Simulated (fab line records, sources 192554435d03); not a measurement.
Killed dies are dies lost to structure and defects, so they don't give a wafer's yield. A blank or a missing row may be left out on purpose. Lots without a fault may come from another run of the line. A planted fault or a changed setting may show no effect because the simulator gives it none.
fab line records | flow n5_finfet
record lots=7 wafers=19 last_day=17
route steps=1938 shown BEOL_M5@1162 PASSIVATION@1936
lots that met no fault: from a run of the same line without faults
start_h: hours from the record's first day to the start of the lot's first wafer shown | wait_h: hours since the lot's step before | " the same as in the row above | L1.1+2: a row that stands for several wafers | - no value, or no start given | * or withheld: withheld | < > ~ a bound
route shown NAME@n: a module of which the file shows steps, and the number in the route of the first | usual: mean/standard deviation of fault-free wafers | same: alike in all rows | chamber/n: place in a boat | sites: the reading at each site | _std_site: their standard deviation | _edge_site: outer sites' mean less inner sites' | radius_mm: how far each site lies from the wafer's centre | mask NAME#n: copy n | behind: the tool/chamber that last shaped the wafer | hold: why the lot was held/for how many hours/how that ended | device: the transistor (n, p or np) that didn't switch | end of line: the same wafers' tests at the end of the route | a step without rows: its recipe alone | killed: dies lost to structure and defects at the first sort, not the wafer's yield | map: a wafer's dies, x killed, . not, _ none there
set.NAME: the setting as run; set.NAME@STEP: as run at that earlier step | model.NAME: the simulator's own value behind a step, which no gauge read
lots at some steps of the route; a table a step, a row a wafer
services: from which hour (start_h, from the record's first day; less than 0 if before it) a tool's chamber was out of use, for how many hours, and why
## steps
# step N5_BEOL_M5_STRIP_91
# recipe chemistry=N2/H2 time_s=10 power_w=450 temp_c=40 pressure_mtorr=20 rf_frequency_hz=6e+07 bias_power_w=7 n2_flow_sccm=200 h2_flow_sccm=200
# usual drypump_motor_current_A=5.8/0.42 oes_product_au=0.79/0.071 rf_vpp_V=59.1/0.9 showerhead_plenum_p_Torr=2.55/0.059 throttle_valve_pct=23.5/0.35
# same time_s=10
# columns lot.wafer tool chamber start_h wait_h drypump_motor_current_A oes_product_au rf_hours_counter_h rf_vpp_V showerhead_plenum_p_Torr throttle_valve_pct
L513.1 rie_diel-03 3 - - 6.2 0.89 35 58.9 2.60 23.4
L513.4 " 1 " " 6.2 0.74 152 60.0 2.65 23.8
L513.5 " 3 " " 6.2 0.90 - 59.9 2.59 23.4
L515.5 rie_diel-03 1 - - 6.2 0.74 - 60.3 2.65 23.8
L515.6 " 2 " " 5.5 0.74 - 59.1 2.54 23.8
L516.5 rie_diel-05 1 - - 6.2 0.80 - 58.9 2.55 24.0
L516.6 " 2 " " 5.0 0.89 - 58.8 2.58 22.8
L517.2 rie_diel-05 3 - - 5.4 0.73 179 60.3 2.52 23.9
L517.5 " 1 " " 6.2 0.80 - 60.4 2.55 24.1
L517.6 " 2 " " 5.0 0.90 - 58.7 2.58 22.8
L530.1 rie_diel-03 1 - - 6.1 0.71 197 60.4 2.63 23.8
L530.2 " 2 " " 5.5 0.71 174 59.6 2.53 23.8
L530.5 " 2 " " 5.4 0.71 - 59.1 2.53 23.8
L533.1 rie_diel-03 1 - - 6.2 0.71 199 59.4 2.63 23.8
L533.3 " 3 " " 6.3 0.84 81 59.7 2.58 23.4
L533.6 " 1 " " 6.1 0.71 - 57.8 2.63 23.8
L534.3 rie_diel-03 1 - - 6.2 0.71 200 60.1 2.63 23.8
L534.4 " 0 " " 6.2 0.74 170 60.2 2.43 23.3
L534.6 " 3 " " 6.3 0.83 - 59.1 2.57 23.4
# step N5_BEOL_M5_OCD_MEAS_38
# usual trench_depth_nm=71.5/1.2
# columns lot.wafer tool chamber start_h wait_h trench_depth_nm
L513.1 ocd-01 - 179.63 - 71.1
L513.4 " - " " 70.1
L513.5 " - " " 70.6
L515.5 ocd-02 - 191.59 - 70.4
L515.6 " - " " 71.4
L516.5 ocd-01 - 202.50 - 71.9
L516.6 " - " " 74.4
L517.2 ocd-02 - 202.89 - 70.9
L517.5 " - " " 71.1
L517.6 " - " " 72.9
L530.1 ocd-01 - 299.66 - 69.0
L530.2 " - " " 69.8
L530.5 " - " " 71.0
L533.1 ocd-01 - 302.25 - 69.7
L533.3 " - " " 71.3
L533.6 " - " " 69.7
L534.3 ocd-02 - 305.82 - 69.6
L534.4 " - " " 70.0
L534.6 " - " " 71.1
# step N5_BEOL_M5_HM_STRIP_39
# recipe chemistry=peroxide_tin_strip material=TiN target_depth_a=250 temp_c=50 time_s=158
# step N5_BEOL_M5_SRD_40
# recipe time_s=30 temp_c=23 rinse_liquid=diw dry=ipa_marangoni
# step N5_BEOL_M5_PRECLEAN_42
# recipe chemistry=residue_remover time_s=60 temp_c=40
# step N5_BEOL_M5_SRD_43
# recipe time_s=30 temp_c=23 rinse_liquid=diw dry=ipa_marangoni
# step N5_BEOL_M5_CD_MEAS_35
# recipe target_cd_nm=28 target_cd_y_nm=24 polarity=opening
# usual cd_nm=28.05/0.28
# columns lot.wafer tool chamber start_h wait_h cd_nm
L513.1 cd_sem-01 - 179.79 0.0 28.00
L513.4 " - " " 27.88
L513.5 " - " " 27.95
L515.5 cd_sem-02 - 191.74 0.0 27.82
L515.6 " - " " 27.75
L516.5 cd_sem-02 - 202.66 0.0 28.06
L516.6 " - " " 28.12
L517.2 cd_sem-02 - 203.04 0.0 27.85
L517.5 " - " " 27.94
L517.6 " - " " 27.78
L530.1 cd_sem-02 - 299.81 0.0 28.24
L530.2 " - " " 28.48
L530.5 " - " " 29.00
L533.1 cd_sem-03 - 302.50 0.0 27.48
L533.3 " - " " 28.20
L533.6 " - " " 27.66
L534.3 cd_sem-01 - 305.99 0.0 28.03
L534.4 " - " " 27.90
L534.6 " - " " 27.74
# step N5_BEOL_M5_CURE_80
# recipe temp_c=370 time_s=120 ambient=DMADMS/He material=SiCOH_lowk
# step N5_BEOL_M5_DEGAS_44
# recipe ambient=vacuum temp_c=250 time_s=60
# usual heater_power_w=348/44
# same time_s=60
# columns lot.wafer tool chamber start_h wait_h heater_power_w
L513.1 pvd_sputter-03 - 180.16 0.3 354
L513.4 " - " " 334
L513.5 " - " " 288
L515.5 pvd_sputter-01 - 192.40 0.4 376
L515.6 " - " " 396
L516.5 pvd_sputter-03 - 203.24 0.1 298
L516.6 " - " " 293
L517.2 pvd_sputter-02 - 203.53 0.2 421
L517.5 " - " " 397
L517.6 " - " " 415
L530.1 pvd_sputter-01 - 300.34 0.4 392
L530.2 " - " " 340
L530.5 " - " " 324
L533.1 pvd_sputter-01 - 305.63 3.0 339
L533.3 " - " " 380
L533.6 " - " " 339
L534.3 pvd_sputter-01 - 306.63 0.5 360
L534.4 " - " " 336
L534.6 " - " " 395
# step N5_BEOL_M5_PRE_CLEAN_45
# recipe gas=H2/He time_s=30 temp_c=250
# usual heater_power_w=348/45
# same time_s=30
# columns lot.wafer tool chamber start_h wait_h heater_power_w
L513.1 pvd_sputter-03 - 180.20 0.0 358
L513.4 " - " " 327
L513.5 " - " " 286
L515.5 pvd_sputter-01 - 192.44 0.0 363
L515.6 " - " " 391
L516.5 pvd_sputter-03 - 203.28 0.0 295
L516.6 " - " " 298
L517.2 pvd_sputter-02 - 203.57 0.0 421
L517.5 " - " " 390
L517.6 " - " " 421
L530.1 pvd_sputter-01 - 300.38 0.0 398
L530.2 " - " " 346
L530.5 " - " " 308
L533.1 pvd_sputter-01 - 305.67 0.0 336
L533.3 " - " " 405
L533.6 " - " " 347
L534.3 pvd_sputter-01 - 306.67 0.0 366
L534.4 " - " " 341
L534.6 " - " " 392
# step N5_BEOL_M5_ALD_86
# recipe material=TaN target_thk_a=* temp_c=275 ald_precursor_family=PDMAT ald_co_reactant=NH3 pressure_torr=3 carrier_flow_sccm=1500 pulse_time_s=2 purge_time_s=3 co_reactant_purge_time_s=2 co_reactant_pulse_time_s=3 ald_cycles=30 precursor_vessel_temp_c=75 precursor_vessel_pressure_torr=26.25 precursor_vessel_carrier_sccm=1000
# step N5_BEOL_M5_SURFACE_TREAT_87
# recipe gas=Ar time_s=* ion_energy_ev=* ion_current_ma_cm2=0.5 pressure_mtorr=* ar_flow_sccm=30
# usual throttle_valve_pct=*
# same time_s=*
# columns lot.wafer tool chamber start_h wait_h throttle_valve_pct
L513.1 pvd_sputter-03 - 180.98 0.3 *
L513.4 " - " " *
L513.5 " - " " *
L515.5 pvd_sputter-02 - 194.38 1.5 *
L515.6 " - " " *
L516.5 pvd_sputter-02 - 203.68 0.2 *
L516.6 " - " " *
L517.2 pvd_sputter-01 - 204.00 0.3 *
L517.5 " - " " *
L517.6 " - " " *
L530.1 pvd_sputter-03 - 300.74 0.2 *
L530.2 " - " " *
L530.5 " - " " *
L533.1 pvd_sputter-01 - 305.99 0.1 *
L533.3 " - " " *
L533.6 " - " " *
L534.3 pvd_sputter-01 - 307.19 0.1 *
L534.4 " - " " *
L534.6 " - " " *
# step N5_BEOL_M5_CVD_47
# recipe material=Co target_thk_a=30 temp_c=withheld precursor=CCTBA/H2 pressure_torr=30 time_s=216
# usual run_length_s=239.0/0.64
# columns lot.wafer tool chamber start_h wait_h run_length_s
L513.1 cvd_co-02 2 181.27 0.3 239.1
L513.4 " 1 " " 239.2
L513.5 " 0 " " 240.4
L515.5 cvd_co-01 2 194.48 0.1 238.9
L515.6 " 1 " " 241.9
L516.5 cvd_co-01 0 204.07 0.4 238.2
L516.6 " 1 " " 241.8
L517.2 cvd_co-01 2 204.29 0.3 239.3
L517.5 " 0 " " 237.8
L517.6 " 1 " " 241.8
L530.1 cvd_co-02 1 300.80 0.0 239.3
L530.2 " 0 " " 239.7
L530.5 " 1 " " 239.1
L533.1 cvd_co-01 2 306.07 0.1 238.5
L533.3 " 1 " " 239.3
L533.6 " 1 " " 239.5
L534.3 cvd_co-01 1 307.27 0.1 239.1
L534.4 " 1 " " 239.8
L534.6 " 2 " " 238.9
# step N5_BEOL_M5_SPUTTER_48
# recipe material=Cu target_thk_a=150 temp_c=-20 chamber_pressure_pa=0.07 power_w=withheld time_s=27.62
# usual chamber_pressure_pa=0.06999/0.00015 throttle_valve_pct=30.0/0.43
# same time_s=27.62
# columns lot.wafer tool chamber start_h wait_h chamber_pressure_pa throttle_valve_pct
L513.1 pvd_sputter-01 - 181.93 0.6 0.07015 30.0
L513.4 " - " " 0.06996 30.7
L513.5 " - " " 0.06993 30.9
L515.5 pvd_sputter-01 - 194.66 0.1 0.06978 29.8
L515.6 " - " " 0.07009 29.8
L516.5 pvd_sputter-01 - 204.20 0.1 0.07009 30.5
L516.6 " - " " 0.07 29.7
L517.2 pvd_sputter-03 - 205.52 1.2 0.0696 30.6
L517.5 " - " " 0.06994 29.7
L517.6 " - " " 0.07013 29.9
L530.1 pvd_sputter-01 - 301.09 0.2 0.07007 29.9
L530.2 " - " " 0.06987 30.0
L530.5 " - " " 0.07003 29.9
L533.1 pvd_sputter-03 - 306.28 0.1 0.07016 29.7
L533.3 " - " " 0.06984 30.0
L533.6 " - " " 0.06999 30.6
L534.3 pvd_sputter-02 - 307.60 0.3 0.06985 29.8
L534.4 " - " " 0.06994 30.5
L534.6 " - " " 0.06995 29.3
# step N5_PASSIVATION_PROBE_49
# usual defect_limited_yield=91.3/1.3 killed_at_M0_to_M3=33/8.9 killed_at_M4_up=15/5.4 killed_at_contacts=13/5.8 killed_at_front_end=39/9.9 killed_at_other=3.2/2.9 killed_dies=102/15 killed_open=68/12 killed_short=34/7.6 sort_bin_5_function=5.1/0.89 sort_bin_6_memory=3.2/0.63 sort_n_pass=1078/15 sort_yield_pct=91.3/1.3
# same gross_dies=1180 killed_at_back_side=0 sort_bin_4_leakage[%]=0 sort_bin_8_speed[%]=0
# columns lot.wafer tool chamber start_h wait_h defect_limited_yield[%] killed_at_M0_to_M3 killed_at_M4_up killed_at_contacts killed_at_front_end killed_at_other killed_dies killed_open killed_short sort_bin_5_function[%] sort_bin_6_memory[%] sort_n_pass sort_yield_pct[%]
L517.2 prober-02 - 306.18 0.1 94.7 19 8 5 29 1 62 39 22 3.1 2.0 1118 94.7
L517.5 prober-02 - 306.33 0.2 93.1 26 10 9 36 1 82 41 41 4.5 2.0 1098 93.1
# killed by level:class
L517.2 STI_FIN_REVEAL:geometric_particle:open=12 BEOL_M2:geometric_particle:open=6 GATE_CUT:geometric_particle:short=5 BEOL_M0_SAQP:geometric_particle:open=5 STI_FIN_REVEAL:geometric_particle:short=4 MOL_CONTACT_COAG:geometric_particle:open=4 FIN_SAQP:geometric_particle:short=3 BEOL_M4:geometric_particle:open=3
L517.5 BEOL_M0_SAQP:geometric_particle:short=10 FIN_SAQP:geometric_particle:short=6 GATE_CUT:geometric_particle:short=6 MOL_CONTACT_COAG:geometric_particle:open=6 STI_FIN_REVEAL:geometric_particle:open=5 BEOL_M2:geometric_particle:open=5 FIN_SAQP:geometric_particle:open=4 BEOL_M0_SAQP:geometric_particle:open=4
## services
# columns tool chamber start_h hours kind
pvd_sputter-01 - 164.86 1.5 repair
pvd_sputter-02 - 187.05 3.7 repair
cvd_co-02 - 193.68 4.3 pm
rie_diel-03 2 248.66 32.5 repair
rie_diel-05 - 255.94 4.4 repair
rie_diel-03 3 261.12 1.6 repair
rie_diel-05 0 261.54 - clean
rie_diel-05 0 261.54 - consumable_replace:focus_ring
rie_diel-05 0 261.54 20.1 scheduled_down
rie_diel-05 0 261.54 20.1 vent_cycle
rie_diel-05 - 265.35 34.4 repair
cvd_co-02 2 287.15 15.5 repair
## key
first_sign step=N5_BEOL_M5_CVD_47 reading=run_length_s direction=up sigmas=4.4 usual=* struck=*
effect none on later readings
met_at N5_BEOL_M5_CVD_47
struck_wafers L515.6,L516.6,L517.6
fault kind=process_parameter_drift tool=cvd_co-01 chamber=- onset_h=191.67 steps=N5_BEOL_M5_CVD_47 channel=time_s offset=* shape=step end_h=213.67 scope=struck_wafers_only acts_in=* stated=*
